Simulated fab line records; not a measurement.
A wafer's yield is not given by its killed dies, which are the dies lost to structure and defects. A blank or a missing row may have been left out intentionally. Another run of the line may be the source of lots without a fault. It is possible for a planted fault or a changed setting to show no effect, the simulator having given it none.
Split-lot study || flow n5Finfet || 21 wafers read across 4 lots, on a route 1938 steps long

SPLIT DETAILS
At N5_BEOL_M10_DEP_56 (deposits SiCN from 3MS/NH3, target thk 15 nm, time 26.5 s), the setting timeS was moved away from the recipe's 26.5 s on 6 of the 21 wafers read, by -13.3% to -5.8%. The other wafers ran this setting at the recipe's value.

The reading is taken at the split's own step.

THE READING
SiCN_of_BEOL_M10_DEP_56.thkNm (the simulator's own value, which no gauge read), in nm, at N5_BEOL_M10_DEP_56 (deposits SiCN from 3MS/NH3, target thk 15 nm, time 26.5 s). No usual value for it is given in the file. Average 15.2 nm, standard deviation 0.21 nm, over the 15 wafers here run with the recipe.

{"wafer": "L081.4", "tool, chamber at the split": "pecvd-01, 2", "timeS as run, s": 26.5, "against the recipe": "recipe", "SiCN_of_BEOL_M10_DEP_56.thkNm, nm": 15.4, "against lot-mates on the recipe": "-"}
{"wafer": "L081.5", "tool, chamber at the split": "pecvd-01, 1", "timeS as run, s": 26.5, "against the recipe": "recipe", "SiCN_of_BEOL_M10_DEP_56.thkNm, nm": 15.6, "against lot-mates on the recipe": "-"}
{"wafer": "L081.6", "tool, chamber at the split": "pecvd-01, 0", "timeS as run, s": 26.5, "against the recipe": "recipe", "SiCN_of_BEOL_M10_DEP_56.thkNm, nm": 15.2, "against lot-mates on the recipe": "-"}
{"wafer": "L079.1", "tool, chamber at the split": "pecvd-04, 0,1", "timeS as run, s": 24.95, "against the recipe": "-5.8%", "SiCN_of_BEOL_M10_DEP_56.thkNm, nm": 14, "against lot-mates on the recipe": -1.0}
{"wafer": "L079.3", "tool, chamber at the split": "pecvd-04, 0,1", "timeS as run, s": 24.95, "against the recipe": "-5.8%", "SiCN_of_BEOL_M10_DEP_56.thkNm, nm": 14, "against lot-mates on the recipe": -1.0}
{"wafer": "L079.2", "tool, chamber at the split": "pecvd-04, 2", "timeS as run, s": 26.5, "against the recipe": "recipe", "SiCN_of_BEOL_M10_DEP_56.thkNm, nm": 14.8, "against lot-mates on the recipe": "-"}
{"wafer": "L079.4", "tool, chamber at the split": "pecvd-04, 0", "timeS as run, s": 26.5, "against the recipe": "recipe", "SiCN_of_BEOL_M10_DEP_56.thkNm, nm": 15.2, "against lot-mates on the recipe": "-"}
{"wafer": "L079.5", "tool, chamber at the split": "pecvd-04, 1", "timeS as run, s": 24.95, "against the recipe": "-5.8%", "SiCN_of_BEOL_M10_DEP_56.thkNm, nm": 14.4, "against lot-mates on the recipe": -0.6}
{"wafer": "L079.6", "tool, chamber at the split": "pecvd-04, 2", "timeS as run, s": 26.5, "against the recipe": "recipe", "SiCN_of_BEOL_M10_DEP_56.thkNm, nm": 15, "against lot-mates on the recipe": "-"}
{"wafer": "L089.1", "tool, chamber at the split": "pecvd-01, 0,1", "timeS as run, s": 26.5, "against the recipe": "recipe", "SiCN_of_BEOL_M10_DEP_56.thkNm, nm": 15, "against lot-mates on the recipe": "-"}
{"wafer": "L089.3", "tool, chamber at the split": "pecvd-01, 0,1", "timeS as run, s": 26.5, "against the recipe": "recipe", "SiCN_of_BEOL_M10_DEP_56.thkNm, nm": 15, "against lot-mates on the recipe": "-"}
{"wafer": "L089.2", "tool, chamber at the split": "pecvd-01, 2,0", "timeS as run, s": 26.5, "against the recipe": "recipe", "SiCN_of_BEOL_M10_DEP_56.thkNm, nm": 15.2, "against lot-mates on the recipe": "-"}
{"wafer": "L089.4", "tool, chamber at the split": "pecvd-01, 2,0", "timeS as run, s": 26.5, "against the recipe": "recipe", "SiCN_of_BEOL_M10_DEP_56.thkNm, nm": 15.2, "against lot-mates on the recipe": "-"}
{"wafer": "L089.5", "tool, chamber at the split": "pecvd-01, 1,2", "timeS as run, s": 26.5, "against the recipe": "recipe", "SiCN_of_BEOL_M10_DEP_56.thkNm, nm": 15.4, "against lot-mates on the recipe": "-"}
{"wafer": "L089.6", "tool, chamber at the split": "pecvd-01, 1,2", "timeS as run, s": 26.5, "against the recipe": "recipe", "SiCN_of_BEOL_M10_DEP_56.thkNm, nm": 15.4, "against lot-mates on the recipe": "-"}
{"wafer": "L087.1", "tool, chamber at the split": "pecvd-01, 0", "timeS as run, s": 22.97, "against the recipe": "-13.3%", "SiCN_of_BEOL_M10_DEP_56.thkNm, nm": 13, "against lot-mates on the recipe": -2.2}
{"wafer": "L087.2", "tool, chamber at the split": "pecvd-01, 2", "timeS as run, s": 26.5, "against the recipe": "recipe", "SiCN_of_BEOL_M10_DEP_56.thkNm, nm": 15, "against lot-mates on the recipe": "-"}
{"wafer": "L087.3", "tool, chamber at the split": "pecvd-01, 1", "timeS as run, s": 26.5, "against the recipe": "recipe", "SiCN_of_BEOL_M10_DEP_56.thkNm, nm": 15.2, "against lot-mates on the recipe": "-"}
{"wafer": "L087.4", "tool, chamber at the split": "pecvd-01, 0,2", "timeS as run, s": 22.97, "against the recipe": "-13.3%", "SiCN_of_BEOL_M10_DEP_56.thkNm, nm": 13.2, "against lot-mates on the recipe": -2.0}
{"wafer": "L087.6", "tool, chamber at the split": "pecvd-01, 0,2", "timeS as run, s": 22.97, "against the recipe": "-13.3%", "SiCN_of_BEOL_M10_DEP_56.thkNm, nm": 13.2, "against lot-mates on the recipe": -2.0}
{"wafer": "L087.5", "tool, chamber at the split": "pecvd-01, 1", "timeS as run, s": 26.5, "against the recipe": "recipe", "SiCN_of_BEOL_M10_DEP_56.thkNm, nm": 15.4, "against lot-mates on the recipe": "-"}
Where a row lists several chambers, the file gives one row for several wafers and doesn't say which wafer went through which chamber.

THE FIT
A straight line over all 21 wafers: SiCN_of_BEOL_M10_DEP_56.thkNm changes by +0.158 nm for each +1% of timeS; r = +0.97; the points scatter about the line by 0.21 nm.
The same after taking each lot's own level away (the mean of its wafers on the recipe; 21 wafers): +0.154 nm for each +1%; r = +0.98; scatter 0.17 nm.
The reading moves by 2.1 nm for the largest change in timeS, on that fit.
From 15.00 to 15.40 nm: that is the span of the lots' own levels, equal to 1.9 times the standard deviation above.
Hence the lot-to-lot level has little effect on the slope; both slopes agree.
Check: for one of the wafers moved furthest among these (-13.3%), held out of the fit, the line's prediction against its lot-mates is -1.99 nm. Against them it came out at -2.2 nm.

FURTHER SPLITS ON THESE WAFERS
Note: prior to the reading, these wafers also went through further splits. Each is held against what the fit with the lots' levels taken away leaves over:
{"other split on the same wafers": "N5_BEOL_M9_COAT_60 spinRpm", "wafers away from the commonest value": 6, "r with SiCN_of_BEOL_M10_DEP_56.thkNm (lot level and that fit taken away)": -0.02}

THE FILE'S OWN FIT
SiCN_of_BEOL_M10_DEP_56.thkNm changes by +0.154 nm for each +1% of timeS, r = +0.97.
